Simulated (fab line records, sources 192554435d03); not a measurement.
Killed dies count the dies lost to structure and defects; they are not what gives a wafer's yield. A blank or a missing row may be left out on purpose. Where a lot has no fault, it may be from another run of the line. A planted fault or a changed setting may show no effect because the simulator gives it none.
fab line records    flow n5-finfet
record: lots: 6  wafers: 16  last-day: 17
route steps=1938 shown BEOL_M9@1450 PASSIVATION@1936
lots with no fault: from the same line, run without faults
start-h: hours from the record's first day to the start of the lot's first wafer shown    wait-h: time in hours since the lot's previous step    " identical to the entry in the row above    L1.1+2: a row that stands for several wafers    - no value present, or no start provided    * or withheld: withheld    < > ~ a bound
route shown NAME@n: names a module that has steps shown in the file, with the first one's number in the route    usual: average and standard deviation across the fault-free wafers    same: alike in all rows    chamber/n: place in a boat    sites: each site's reading    _std_site: their standard deviation    _edge_site: mean of outer sites minus mean of inner sites    radius-mm: how far each site lies from the wafer's centre    mask NAME#n: copy n    behind: the most recent tool/chamber to have shaped the wafer    hold: what put the lot on hold/how long, in hours/how the hold closed    device: the transistor (n, p or np) that didn't switch    end of line: the route-end tests of the same wafers    a step with no rows: only its recipe    killed: count of dies lost to structure and defects at first sort (not the wafer's yield)    map: a wafer's dies, x killed, . not, _ none there
set.NAME: the run value of the setting; set.NAME@STEP: its run value at that earlier step    model.NAME: the simulator's own value behind a step, which no gauge read
lots at some steps of the route; a table a step, a row a wafer
services: when a tool's chamber went out of use (start-h, in hours from the record's first day, below 0 if earlier), for how many hours, and the reason
== steps ==
step: N5_BEOL_M9_HM_STRIP_39
recipe: chemistry: peroxide-tin-strip  material: TiN  target-depth-a: 250  temp-c: 50  time-s: 158
step: N5_BEOL_M9_SRD_40
recipe: time-s: 30  temp-c: 23  rinse-liquid: diw  dry: ipa-marangoni
step: N5_BEOL_M9_PRECLEAN_42
recipe: chemistry: residue-remover  time-s: 60  temp-c: 40
step: N5_BEOL_M9_SRD_43
recipe: time-s: 30  temp-c: 23  rinse-liquid: diw  dry: ipa-marangoni
step: N5_BEOL_M9_CD_MEAS_35
recipe: target-cd-nm: 70  target-cd-y-nm: 40  polarity: opening
usual: cd-nm: 70.0/0.47
lot.wafer  tool       chamber  start-h  wait-h  cd-nm
L360.2     cd-sem-03  -        254.70   0.0     69.7
L360.3     "          -        "        "       70.3
L360.6     "          -        "        "       70.3
L363.2     cd-sem-01  -        274.19   0.0     69.8
L363.3     "          -        "        "       70.8
L363.5     "          -        "        "       70.7
L368.2     cd-sem-01  -        300.68   0.0     69.9
L368.3     "          -        "        "       70.0
L368.5     "          -        "        "       69.5
L374.1     cd-sem-02  -        322.81   0.0     70.4
L374.2     "          -        "        "       70.1
L374.5     "          -        "        "       70.0
L372.1     cd-sem-03  -        325.73   0.0     69.5
L372.3     "          -        "        "       70.0
L378.1     cd-sem-03  -        346.88   0.0     70.8
L378.6     "          -        "        "       70.0
step: N5_BEOL_M9_CURE_72
recipe: temp-c: 370  time-s: 120  ambient: DMADMS/He  material: SiCOH_lowk
usual: lamp-power-pct: 52.31/0.051  wafer_temp_C_max: 371.6/0.43
same: time-s: 120
lot.wafer  tool        chamber  start-h  wait-h  lamp-power-pct  wafer_temp_C_max
L360.2     uv-cure-03  2        254.79   0.1     52.27           372.0
L360.3     "           2        "        "       52.27           372.4
L360.6     "           2        "        "       52.28           371.7
L363.2     uv-cure-03  1        274.28   0.1     52.36           371.9
L363.3     "           1        "        "       52.34           371.9
L363.5     "           1        "        "       52.35           372.2
L368.2     uv-cure-02  0        300.77   0.1     52.24           371.2
L368.3     "           0        "        "       52.30           370.8
L368.5     "           0        "        "       52.28           371.1
L374.1     uv-cure-02  2        322.86   0.0     52.30           372.0
L374.2     "           2        "        "       52.36           371.7
L374.5     "           2        "        "       52.24           371.4
L372.1     uv-cure-02  2        325.77   0.0     52.33           371.9
L372.3     "           2        "        "       52.27           371.9
L378.1     uv-cure-01  0        346.92   0.0     52.35           371.6
L378.6     "           0        "        "       52.25           371.3
step: N5_BEOL_M9_DEGAS_44
recipe: ambient: vacuum  temp-c: 250  time-s: 60
usual: heater-power-w: 333/20
same: time-s: 60
lot.wafer  tool            chamber  start-h  wait-h  heater-power-w
L360.2     pvd-sputter-02  -        255.22   0.4     357
L360.3     "               -        "        "       353
L360.6     "               -        "        "       357
L363.2     pvd-sputter-02  -        274.68   0.3     353
L363.3     "               -        "        "       340
L363.5     "               -        "        "       347
L368.2     pvd-sputter-03  -        301.04   0.2     302
L368.3     "               -        "        "       330
L368.5     "               -        "        "       324
L374.1     pvd-sputter-02  -        323.48   0.5     352
L374.2     "               -        "        "       355
L374.5     "               -        "        "       351
L372.1     pvd-sputter-01  -        326.49   0.6     342
L372.3     "               -        "        "       296
L378.1     pvd-sputter-01  -        347.54   0.6     322
L378.6     "               -        "        "       338
step: N5_BEOL_M9_PRE_CLEAN_45
recipe: gas: H2/He  time-s: 30  temp-c: 250
step: N5_BEOL_M9_ALD_74
recipe: material: TaN  target-thk-a: 20  temp-c: 275  ald-precursor-family: PDMAT  ald-co-reactant: NH3  pressure-torr: 3  carrier-flow-sccm: 1500  pulse-time-s: 2  purge-time-s: 3  co-reactant-purge-time-s: 2  co-reactant-pulse-time-s: 3  ald-cycles: 40  precursor-vessel-temp-c: 75  precursor-vessel-pressure-torr: 26.25  precursor-vessel-carrier-sccm: 1000
step: N5_BEOL_M9_SURFACE_TREAT_79
recipe: gas: Ar  time-s: *  ion-energy-ev: *  ion-current-ma-cm2: 0.5  pressure-mtorr: *  ar-flow-sccm: 30
usual: throttle-valve-pct: *
same: time-s: *
lot.wafer  tool            chamber  start-h  wait-h  throttle-valve-pct
L360.2     pvd-sputter-02  -        255.74   0.2     *
L360.3     "               -        "        "       *
L360.6     "               -        "        "       *
L363.2     pvd-sputter-03  -        275.29   0.4     *
L363.3     "               -        "        "       *
L363.5     "               -        "        "       *
L368.2     pvd-sputter-03  -        301.54   0.2     *
L368.3     "               -        "        "       *
L368.5     "               -        "        "       *
L374.1     pvd-sputter-03  -        324.06   0.4     *
L374.2     "               -        "        "       *
L374.5     "               -        "        "       *
L372.1     pvd-sputter-02  -        327.33   0.6     *
L372.3     "               -        "        "       *
L378.1     pvd-sputter-01  -        348.12   0.3     *
L378.6     "               -        "        "       *
step: N5_BEOL_M9_CVD_78
recipe: material: Co  target-thk-a: 20  temp-c: withheld  precursor: CCTBA/H2  pressure-torr: 30  time-s: 138.9
step: N5_BEOL_M9_SPUTTER_48
recipe: material: Cu  target-thk-a: 120  temp-c: -20  bias-v: 60  power-w: 26000  chamber-pressure-pa: 0.13  time-s: 2
usual: throttle-valve-pct: 30.5/0.64
same: time-s: 2
lot.wafer  tool            chamber  start-h  wait-h  throttle-valve-pct
L360.2     pvd-sputter-01  -        256.19   0.1     31.4
L360.3     "               -        "        "       31.9
L360.6     "               -        "        "       31.0
L363.2     pvd-sputter-03  -        276.42   0.1     30.5
L363.3     "               -        "        "       30.8
L363.5     "               -        "        "       30.0
L368.2     pvd-sputter-03  -        301.73   0.1     29.4
L368.3     "               -        "        "       30.1
L368.5     "               -        "        "       30.3
L374.1     pvd-sputter-01  -        325.27   0.9     31.3
L374.2     "               -        "        "       30.2
L374.5     "               -        "        "       30.3
L372.1     pvd-sputter-02  -        327.61   0.2     29.8
L372.3     "               -        "        "       30.8
L378.1     pvd-sputter-01  -        348.44   0.1     31.6
L378.6     "               -        "        "       31.2
step: N5_BEOL_M9_ECD_50
recipe: material: Cu  target-thk-a: 3180
lot.wafer  tool       chamber  start-h  wait-h  model.Cu_of_BEOL_M9_ECD_50.thk-nm
L360.2     ecd-cu-01  1        256.30   0.1     315.4
L360.3     "          0        "        "       315
L360.6     "          1        "        "       312.8
L363.2     ecd-cu-02  0        276.55   0.1     316.8
L363.3     "          1        "        "       319.8
L363.5     "          0        "        "       314.8
L368.2     ecd-cu-02  1        301.85   0.1     316.8
L368.3     "          1        "        "       315.8
L368.5     "          1        "        "       314.2
L374.1+5   ecd-cu-01  1,0      325.39   0.1     315.8
L374.2     "          0        "        "       319.8
L372.1     ecd-cu-02  1        327.73   0.1     149.2
L372.3     "          0        "        "       322.6
L378.1     ecd-cu-02  1        348.57   0.1     150
L378.6     "          1        "        "       156
step: N5_BEOL_M9_ANNEAL_51
recipe: temp-c: 225  time-s: 90  ambient: N2
usual: wafer_temp_C_max: 225.72/0.23
same: time-s: 90
lot.wafer  tool           chamber  start-h  wait-h  wafer_temp_C_max
L360.2     rtp-anneal-02  0        256.87   0.5     225.44
L360.3     "              0        "        "       225.86
L360.6     "              0        "        "       225.89
L363.2     rtp-anneal-02  0        276.71   0.1     225.72
L363.3     "              0        "        "       225.78
L363.5     "              0        "        "       225.70
L368.2     rtp-anneal-01  0        302.00   0.1     225.31
L368.3     "              0        "        "       225.48
L368.5     "              0        "        "       225.42
L374.1     rtp-anneal-01  0        325.50   0.1     225.79
L374.2     "              0        "        "       225.82
L374.5     "              0        "        "       225.76
L372.1     rtp-anneal-02  0        328.17   0.4     225.45
L372.3     "              0        "        "       226.37
L378.1     rtp-anneal-02  0        348.68   0.1     225.73
L378.6     "              0        "        "       225.79
step: N5_BEOL_M9_CMP_52
recipe: stop-on: SiCOH_lowk  t-overpolish-s: 7  down-force-psi: 1  platen-rpm: 50  clearing-platen-down-force-psi: 1.5  clearing-platen-rpm: 50  post-cmp-clean: cu-alkaline  target-thk-nm: 140  clearing-platen-pad-velocity-m-s: 0.99484  pad-velocity-m-s: 0.99484
usual: clearing-platen-rpm: 50.001/0.024  motor-current-A: 6.0/0.59  time-to-endpoint-s: 67.0/2.5
lot.wafer  tool    chamber  start-h  wait-h  clearing-platen-rpm  motor-current-A  time-to-endpoint-s
L360.2     cmp-03  0        257.20   0.3     50.036               6.2              68.8
L360.3     "       1        "        "       49.997               6.1              69.2
L360.6     "       3        "        "       50.002               6.7              67.3
L363.2     cmp-02  3        277.00   0.2     49.969               6.5              67.8
L363.3     "       0        "        "       50.002               5.5              70.1
L363.5     "       3        "        "       50.019               6.3              64.6
L368.3     cmp-03  0        302.31   0.2     49.982               5.9              67.7
L368.2     "       1        "        "       50.041               6.4              68.9
L368.5     "       3        "        "       49.972               7.0              70.0
L374.1     cmp-01  0        325.83   0.3     49.967               5.7              70.3
L374.2     "       3        "        "       49.991               5.6              70.8
L374.5     "       0        "        "       49.981               5.5              69.4
L372.3     cmp-02  0        328.56   0.3     50.040               5.8              67.8
L372.1     "       1        "        "       49.993               6.9              31.0
L378.1     cmp-01  0        349.09   0.4     50.033               5.5              30.4
L378.6     "       2        "        "       49.993               4.8              35.8
step: N5_BEOL_M9_THK_MEAS_53
recipe: thk-meas-gauge: xrf  reads: Cu_of_BEOL_M9_ECD_50
usual: M9_THK: 141/3.1
lot.wafer  tool           chamber  start-h  wait-h  M9_THK[nm]
L360.2     film-metro-01  -        257.42   -       146
L360.3     "              -        "        "       144
L360.6     "              -        "        "       150
L363.2     film-metro-01  -        277.26   -       140
L363.3     "              -        "        "       139
L363.5     "              -        "        "       140
L368.2     film-metro-01  -        302.56   -       140
L368.3     "              -        "        "       140
L368.5     "              -        "        "       140
L374.1     film-metro-02  -        326.12   -       144
L374.2     "              -        "        "       141
L374.5     "              -        "        "       144
L372.1     film-metro-02  -        328.77   -       145
L372.3     "              -        "        "       144
L378.1     film-metro-01  -        349.27   -       147
L378.6     "              -        "        "       146
step: N5_PASSIVATION_PROBE_49
usual: defect-limited-yield: 91.1/1.5  killed_at_M0_to_M3: 36/11  killed_at_M4_up: 14/5.6  killed-at-contacts: 11/5.6  killed-at-front-end: 40/12  killed-at-other: 4/3.2  killed-dies: 105/17  killed-open: 69/12  killed-short: 34/8.4  sort_bin_5_function: 5.2/0.95  sort_bin_6_memory: 3.3/0.63  sort-n-pass: 1075/17  sort-yield-pct: 91.1/1.5
same: gross-dies: 1180  killed-at-back-side: 0  sort_bin_4_leakage[%]: 0  sort_bin_8_speed[%]: 0
lot.wafer  tool       chamber  start-h  wait-h  defect-limited-yield[%]  killed_at_M0_to_M3  killed_at_M4_up  killed-at-contacts  killed-at-front-end  killed-at-other  killed-dies  killed-open  killed-short  sort_bin_5_function[%]  sort_bin_6_memory[%]  sort-n-pass  sort-yield-pct[%]
L363.2     prober-01  -        339.16   0.1     92.1                     43                  11               5                   33                   1                93           70           20            4.4                     3.4                   1087         92.1
L363.3     prober-01  -        339.21   0.1     92.0                     20                  8                11                  50                   5                94           58           34            4.5                     3.2                   1086         92.0
L363.5     prober-01  -        339.31   0.2     92.9                     27                  8                7                   42                   0                84           54           28            3.8                     3.0                   1096         92.9
killed by level:class
L363.2 BEOL_M2:geometric-particle:open=20 FIN_SAQP:geometric-particle:open=10 BEOL_M3:geometric-particle:open=9 DUMMY_GATE:geometric-particle:open=4 GATE_CUT:geometric-particle:short=4 MOL_CONTACT_COAG:geometric-particle:open=4 BEOL_M0_SAQP:geometric-particle:open=4 BEOL_M8:geometric-particle:open=4
L363.3 FIN_SAQP:geometric-particle:short=14 STI_FIN_REVEAL:geometric-particle:open=14 MOL_CONTACT_COAG:geometric-particle:open=9 FIN_SAQP:geometric-particle:open=6 STI_FIN_REVEAL:geometric-particle:short=4 GATE_CUT:geometric-particle:open=4 BEOL_M2:geometric-particle:open=4 BEOL_M4:geometric-particle:open=4
L363.5 BEOL_M2:geometric-particle:open=8 FIN_SAQP:geometric-particle:open=7 MOL_CONTACT_COAG:geometric-particle:open=6 FIN_SAQP:geometric-particle:short=5 GATE_CUT:geometric-particle:open=5 DUMMY_GATE:geometric-particle:open=5 GATE_CUT:geometric-particle:short=5 BEOL_M1:geometric-particle:open=5
== services ==
tool            chamber  start-h  hours  kind
cmp-01          -        240.51   0.3    repair
cmp-03          -        246.69   4.0    pm
cmp-03          -        250.69   -      consumable-replace:conditioner
cmp-03          -        250.69   -      consumable-replace:pad
cmp-02          -        255.37   4.0    pm
cmp-01          -        265.45   0.5    repair
uv-cure-02      -        269.60   5.0    repair
cmp-03          -        273.77   4.5    pm
uv-cure-03      -        284.35   6.0    pm
cmp-03          -        292.87   4.8    pm
uv-cure-01      -        293.69   7.5    pm
pvd-sputter-02  -        295.39   5.2    repair
cmp-03          -        333.31   1.5    repair
cmp-02          -        335.62   5.2    pm
cmp-03          -        341.65   1.3    repair
ecd-cu-01       -        343.97   2.1    repair
== key ==
first-sign: step: N5_BEOL_M9_CMP_52  reading: time-to-endpoint-s  direction: down  sigmas: 14  usual: *  struck: *
effect none on later readings
model-effect: step: N5_BEOL_M9_ECD_50  value: Cu_of_BEOL_M9_ECD_50.thk-nm  without: 317.5  struck: 151.7
met-at N5_BEOL_M9_ECD_50
struck-wafers L372.1,L378.1,L378.6
onset-between 301.85 327.73
fault: kind: process-parameter-drift  tool: ecd-cu-02  chamber: -  onset-h: 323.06  steps: N5_BEOL_M9_ECD_50  channel: target-thk-a  offset: *  shape: step  end-h: 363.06  scope: struck-wafers-only  acts-in: *  stated: *
